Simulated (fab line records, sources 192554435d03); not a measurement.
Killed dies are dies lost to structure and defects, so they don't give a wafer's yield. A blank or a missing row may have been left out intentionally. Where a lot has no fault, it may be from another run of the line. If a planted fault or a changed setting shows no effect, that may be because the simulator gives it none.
A struck lot beside a sound one / flow n5 finfet / 15 steps out of a route of 1938
Sound: wafers L443.1, L443.4, L443.5. The struck wafers were L450.2, L450.4, L450.6. The cause is named last.
Per side, at each step with rows, come the tool, then ch with its chambers, and then its first start. Under that, the readings that differ: sound wafers / struck wafers / difference of the means / sigmas: that difference in standard deviations of wafers without a fault.
alike: same words and numbers on both sides, and readings whose means sit less than 2 such deviations apart. not compared: any withheld reading, any reading some wafer has no value for, any bound like >300 that may hide the same value, and any number with overlapping values for which the record gives no deviation.
The two part at a step that has a row with sigmas, a row that says differs or no value, or rows on one side only. Numbers that have no deviation but don't overlap get no sigmas and don't part them. A reading missing from all wafers of one side parts the sides only when that side holds two or more wafers.

first, 8 steps without rows for these wafers: N5_BEOL_M14_COAT_58 (time 60 s, resist thk 89 nm); N5_BEOL_M14_COAT_04 (resist thk 800 nm); N5_BEOL_M14_EBR_06; N5_BEOL_M14_SOFTBAKE_05 (time 60 s); N5_BEOL_M14_EXPOSE_07 (exposes mask V13); N5_BEOL_M14_PEB_08 (peb time 90 s); N5_BEOL_M14_DEVELOP_09 (develop time 45 s); N5_BEOL_M14_HARDBAKE_14 (time 120 s).
N5_BEOL_M14_CD_MEAS_10: the cd target is 250 nm.
  sound on cd sem-02 ch 0, day 11 01:28; struck on cd sem-03 ch 0, day 13 03:49
  alike: cd nm
N5_BEOL_M14_OVL_MEAS_11:
  sound on overlay-02 ch 0, day 11 01:30; struck on overlay-01 ch 0, day 13 03:50
  alike: V13_OVL
N5_BEOL_M14_INSPECT_12: inspects for defects (macro).
  struck on defect inspect-01, day 13 03:52; sound on defect inspect-01, day 11 01:32
  alike: raw defect count
N5_BEOL_M14_DESCUM_15: chemistry O2, time 7.9 s.
  sound on rie diel-06 ch 0,1, day 11 01:45; struck on rie diel-06 ch 0,1,2, day 13 04:08
  alike: chamber pressure mTorr, drypump motor current A, oes product au, rf vpp V, showerhead plenum p Torr, throttle valve pct
  not compared: rf hours counter h
N5_BEOL_M14_ETCH_59: etches BARC in N2/H2, target depth 89 nm, overetch 26.7 nm, time 67.9 s.
  sound on rie diel-06 ch 0,1, day 11 01:47; struck on rie diel-06 ch 0,1,2, day 13 04:10
reading=run length s (s); sound=91.1 91.6 91.4; struck=83.8 83.5 83.7; difference=-7.7; sigmas=-25
reading=model.coat_of_BEOL_M14_COAT_04.thk nm (nm); sound=720.8 716 722.4; struck=728.4 725.2 725.8; difference=+6.7; sigmas=
  alike: chamber pressure mTorr, drypump motor current A, oes product au, rf vpp V, showerhead plenum p Torr, throttle valve pct
  not compared: rf hours counter h
N5_BEOL_M14_VIA_ETCH_16: etches SiO2 in C4F8/O2/Ar, target depth 1231.3 nm.
  sound on rie diel-06 ch 0,1, day 11 01:50; struck on rie diel-06 ch 0,1,2, day 13 04:13
  alike: chamber pressure mTorr, drypump motor current A, oes_ar_750_au, oes_f_703_au, oes product au, rf vpp V, showerhead plenum p Torr, throttle valve pct
N5_PASSIVATION_PROBE_49:
  rows exist in the record for the sound wafers here (prober-01, day 12 06:33), none for the struck ones

WHERE THEY PART
Earliest at N5_BEOL_M14_ETCH_59; latest, in this record, at N5_PASSIVATION_PROBE_49.

WHY: whatever the simulator had introduced
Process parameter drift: rie diel-06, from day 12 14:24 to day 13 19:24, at N5_BEOL_M14_ETCH_59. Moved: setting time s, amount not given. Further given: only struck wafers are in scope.
